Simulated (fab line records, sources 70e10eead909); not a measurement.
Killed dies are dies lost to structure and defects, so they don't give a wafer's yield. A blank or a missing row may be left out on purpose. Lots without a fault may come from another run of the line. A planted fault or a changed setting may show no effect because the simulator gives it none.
Chamber matching | flow nand_harc | NHARC_A_STAIRCASE_ALD_415 on ald_hk-04: 4 sister chambers
The step deposits SiO2, target thk 30 nm, pulse time 6 s, ald cycles 300. 4 wafers are shown with their chamber, then 9 later ones without.

WAFERS WITH THEIR CHAMBER
wafer  | chamber | heater_power_w (W)
L691.1 | 1       | 422
L697.1 | 0       | 372
L697.2 | 3       | 552
L697.3 | 2       | 468

WAFERS WITHOUT THEIR CHAMBER
wafer  | heater_power_w (W)
L698.1 | 474
L698.3 | 548
L698.6 | 558
L706.1 | 405
L706.2 | 379
L706.6 | 545
L708.2 | 550
L708.3 | 377
L708.6 | 377

WHICH CHAMBER EACH WENT THROUGH
wafer  | from the rows above | in truth
L698.1 | 2                   | 2
L698.3 | 3                   | 3
L698.6 | 3                   | 3
L706.1 | 1                   | 1
L706.2 | 0                   | 0
L706.6 | 3                   | 3
L708.2 | 3                   | 3
L708.3 | 0                   | 0
L708.6 | 0                   | 0
Placed correctly: 9 of 9. Can't be placed from these rows: 0. Placed wrongly: 0.
How it was worked out, from the rows above alone: a wafer's distance from a chamber is the root of the sum, over the readings, of the square of ((its reading less the chamber's mean) divided by the reading's scatter). The wafer belongs to the nearest chamber; if the next one is less than 2 further off, it can't be placed. A chamber's mean is the mean of its shown wafers. The scatter: with one shown wafer a chamber, the root of the mean of the squares of how far each hidden wafer lies from its nearest shown one.
